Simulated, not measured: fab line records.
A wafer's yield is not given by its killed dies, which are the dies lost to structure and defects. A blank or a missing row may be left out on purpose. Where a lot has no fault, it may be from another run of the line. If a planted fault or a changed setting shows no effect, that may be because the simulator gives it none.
What tool caused it? / flow n5Finfet / 24 wafers from 9 lots sampled at 4 of the route's 1938 steps

WHAT THE GAUGES SHOWED, per wafer
N5_BEOL_M0_SAQP_THK_MEAS_05.
lot=L111; measured=day 5 10:40; on=filmMetro-01; thkNm (nm)=58.7 59.9 59.3
lot=L112; measured=day 5 15:37; on=filmMetro-01; thkNm (nm)=59.8 61.1 61.1
lot=L116; measured=day 6 19:01; on=filmMetro-02; thkNm (nm)=60.2 59.9 60.6
lot=L124; measured=day 8 20:43; on=filmMetro-02; thkNm (nm)=41.9 59.9
lot=L126; measured=day 9 09:08; on=filmMetro-01; thkNm (nm)=43.4 59.4
lot=L127; measured=day 9 14:59; on=filmMetro-02; thkNm (nm)=43.4 60.4
lot=L128; measured=day 9 18:40; on=filmMetro-01; thkNm (nm)=59.0 60.1 59.6
lot=L130; measured=day 10 07:28; on=filmMetro-02; thkNm (nm)=59.8 59.9 59.4
lot=L134; measured=day 11 07:48; on=filmMetro-01; thkNm (nm)=58.8 59.7 60.0

TOOL THAT RAN EACH LOT (tool first, then ch and the chambers of the sampled wafers, then the start)
lot=L111; N5_MOL_CONTACT_COAG_ETCH_67=rieDiel-06 ch 0,2,3, day 5 04:41; N5_BEOL_M0_SAQP_PECVD_00=pecvd-02 ch 0,1,2, day 5 09:19; N5_BEOL_M0_SAQP_PECVD_04=pecvd-03 ch 0,1,2, day 5 10:35
lot=L112; N5_MOL_CONTACT_COAG_ETCH_67=rieDiel-05 ch 0,1,3, day 5 10:09; N5_BEOL_M0_SAQP_PECVD_00=pecvd-02 ch 0,1,2, day 5 14:46; N5_BEOL_M0_SAQP_PECVD_04=pecvd-02 ch 0,1, day 5 15:32
lot=L116; N5_MOL_CONTACT_COAG_ETCH_67=rieDiel-06 ch 0,3, day 6 13:38; N5_BEOL_M0_SAQP_PECVD_00=pecvd-02 ch 0,1,2, day 6 18:14; N5_BEOL_M0_SAQP_PECVD_04=pecvd-02 ch 0,1, day 6 18:56
lot=L124; N5_MOL_CONTACT_COAG_ETCH_67=rieDiel-06 ch 1,2, day 8 14:37; N5_BEOL_M0_SAQP_PECVD_00=pecvd-03 ch 0,1, day 8 19:13; N5_BEOL_M0_SAQP_PECVD_04=pecvd-02 ch 1, day 8 20:35
lot=L126; N5_MOL_CONTACT_COAG_ETCH_67=rieDiel-01 ch 0,3, day 9 03:41; N5_BEOL_M0_SAQP_PECVD_00=pecvd-01 ch 0, day 9 08:17; N5_BEOL_M0_SAQP_PECVD_04=pecvd-02 ch 0,2, day 9 09:02
lot=L127; N5_MOL_CONTACT_COAG_ETCH_67=rieDiel-05 ch 0,3, day 9 08:25; N5_BEOL_M0_SAQP_PECVD_00=pecvd-02 ch 0,2, day 9 13:01; N5_BEOL_M0_SAQP_PECVD_04=pecvd-02 ch 0,1, day 9 14:54
lot=L128; N5_MOL_CONTACT_COAG_ETCH_67=rieDiel-06 ch 0,2,3, day 9 10:04; N5_BEOL_M0_SAQP_PECVD_00=pecvd-02 ch 0,1, day 9 16:02; N5_BEOL_M0_SAQP_PECVD_04=pecvd-03 ch 0,1, day 9 18:32
lot=L130; N5_MOL_CONTACT_COAG_ETCH_67=rieDiel-05 ch 1,2,3, day 10 00:20; N5_BEOL_M0_SAQP_PECVD_00=pecvd-03 ch 0,1, day 10 04:59; N5_BEOL_M0_SAQP_PECVD_04=pecvd-03 ch 1, day 10 07:18
lot=L134; N5_MOL_CONTACT_COAG_ETCH_67=rieDiel-05 ch 2,3, day 11 01:39; N5_BEOL_M0_SAQP_PECVD_00=pecvd-02 ch 0,2, day 11 06:16; N5_BEOL_M0_SAQP_PECVD_04=pecvd-03 ch 0,1,2, day 11 07:41
- N5_MOL_CONTACT_COAG_ETCH_67: etches SOC in N2/H2, target depth 60 nm, overetch 21 nm, time 101.2 s.
- N5_BEOL_M0_SAQP_PECVD_00: deposits SiCN from 3MS/NH3, target thk 8 nm, time 14 s.
- N5_BEOL_M0_SAQP_PECVD_04: deposits a-Si from SiH4/He, target thk 60 nm, time 60.2 s.

THE ANSWER, worked out from the rows above alone
Rule: the usual values come from the lots themselves. The widest of any qualifying gaps counts: lots, ordered by their means at a reading, are off when they make up no more than a third of the lots, leave a main group of 4 or more, and stand apart from it by 3 or more times the standard deviation of that group's means. The tables above print the reading to a certain number of digits; a main group whose means all agree to those digits is not used. Also off: a lot with no number at a reading for which 4 or more lots have one. Where the step has rows for the other lots, those lots are counted as sound.
Off at N5_BEOL_M0_SAQP_THK_MEAS_05 (thkNm): L124, L126, L127. Main group: mean 59.8 nm, sd 0.47.
A tool fits if, at a process step before that reading, it ran every lot that is off, and no sound lot after the first of them. The gauges at N5_BEOL_M0_SAQP_THK_MEAS_05 are tried like those tools. One candidate fits, namely pecvd-02 at N5_BEOL_M0_SAQP_PECVD_04. A fault onset in the window from L116 (day 6 18:56, its last sound lot) to L124 (day 8 20:35, its first lot off) fits.

WHAT HAD BEEN PUT IN BY THE SIMULATOR
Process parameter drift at N5_BEOL_M0_SAQP_PECVD_04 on pecvd-02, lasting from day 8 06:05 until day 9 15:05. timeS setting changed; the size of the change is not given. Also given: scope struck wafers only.
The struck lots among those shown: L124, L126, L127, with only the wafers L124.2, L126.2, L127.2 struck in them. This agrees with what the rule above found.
